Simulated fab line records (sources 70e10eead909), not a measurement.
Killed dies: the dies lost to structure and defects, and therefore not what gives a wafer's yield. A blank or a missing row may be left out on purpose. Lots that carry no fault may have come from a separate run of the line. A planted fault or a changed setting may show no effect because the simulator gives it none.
Struck lot and sound lot, side by side	flow nandHarc	12 out of 1159 route steps
Sound: the wafers L680.1, L680.2, L680.3. Struck: wafer L691.4. (L691.3, L691.5 of the same lot were not struck and are left out.) The cause comes at the end.
For every step that has rows: the tool of each side, followed by ch and its chambers, followed by its first start. Under that, the readings that differ: sound wafers	struck wafers	difference of the means	sigmas: that difference in standard deviations of wafers without a fault.
alike: words and numbers the same on both sides, and readings whose means are apart by under 2 such deviations; not compared: readings that were withheld, readings missing a value for some wafer, numbers with overlapping values and no deviation given by the record, and bounds like >300 which may hide the same value.
The two part at a step that has a row with sigmas, a row that says differs or no value, or rows on one side only. Non-overlapping numbers with no deviation appear without sigmas and do not part them. A reading missing from all wafers of one side parts the sides only when that side holds two or more wafers.

NHARC_A_SLIT_ETCH_29: etches the open film in CF4/O2, target depth 100 nm, overetch 10 nm, time 55 s.
  sound on rieDiel-05 ch 0,2,3, day 15 00:58; struck on rieDiel-09 ch 2, day 17 16:07
reading	sound	struck	difference	sigmas
rfHoursCounterH (h)	11 15 15	10	-4	
  alike: cf4FlowSccm, drypumpMotorCurrentA, oesProductAu, rfVppV, showerheadPlenumPTorr, throttleValvePct
NHARC_A_SLIT_STRIP_18: strips in O2.
  sound on rieDiel-05 ch 0,2,3; struck on rieDiel-09 ch 2
reading	sound	struck	difference	sigmas
rfHoursCounterH (h)	11 15 15	10	-4	
  alike: drypumpMotorCurrentA, oesProductAu, rfVppV, showerheadPlenumPTorr, throttleValvePct
then, 2 steps without rows for these wafers: NHARC_A_SLIT_PRECLEAN_19 (cleans in SC1); NHARC_A_SLIT_SRD_20.
NHARC_A_SLIT_CD_MEAS_21:
  struck on cdSem-03, day 17 16:38; sound on cdSem-01, day 15 01:35
  alike: cdNm
then, 3 steps without rows for these wafers: NHARC_A_SIN_REMOVE_WET_00 (chemistry H3PO4, time 15300 s); NHARC_A_SIN_REMOVE_PRECLEAN_01 (cleans in SC1); NHARC_A_SIN_REMOVE_SRD_02.
NHARC_A_SIN_REMOVE_INSPECT_04:
  struck on defectInspect-02, day 17 23:59; sound on defectInspect-02, day 15 08:50
reading	sound	struck	difference	sigmas
rawDefectCount	270 503 425	234	-165	-2
NHARC_A_WL_FILL_ALD_00: deposits Al2O3, target thk 3 nm, pulse time 3 s, ald cycles 30.
  sound on aldHk-04 ch 0,1,2, day 15 08:55; struck on aldHk-04 ch 0, day 18 02:53
  alike: heaterPowerW, precursorPulseHeightRel
  not compared: aldCycles
NHARC_A_WL_FILL_RTA_01: time 5 s.
  sound on rtpAnneal-02 ch 0, day 15 09:10; struck on rtpAnneal-01 ch 0, day 18 03:10
reading	sound	struck	difference	sigmas
lampPowerPct (%)	26.5 26.5 26.6	25.2	-1.3	-2
  alike: wafer_temp_C_max
NHARC_A_WL_FILL_ALD_02: deposits TiN, target thk 2 nm, pulse time 3 s, ald cycles 100.
  sound on aldMetal-01 ch 0,1,2, day 15 09:23; struck on aldMetal-01 ch 1, day 18 03:22
reading	sound	struck	difference	sigmas
aldCycles	100 100 100	42	-58	
  alike: heaterPowerW, precursorPulseHeightRel

## WHERE THEY PART
At NHARC_A_SIN_REMOVE_INSPECT_04 first; at NHARC_A_WL_FILL_RTA_01 last (within this record only). Later steps at which nothing parts them and some readings are alike: NHARC_A_WL_FILL_ALD_02.

WHY: the cause the simulator had injected
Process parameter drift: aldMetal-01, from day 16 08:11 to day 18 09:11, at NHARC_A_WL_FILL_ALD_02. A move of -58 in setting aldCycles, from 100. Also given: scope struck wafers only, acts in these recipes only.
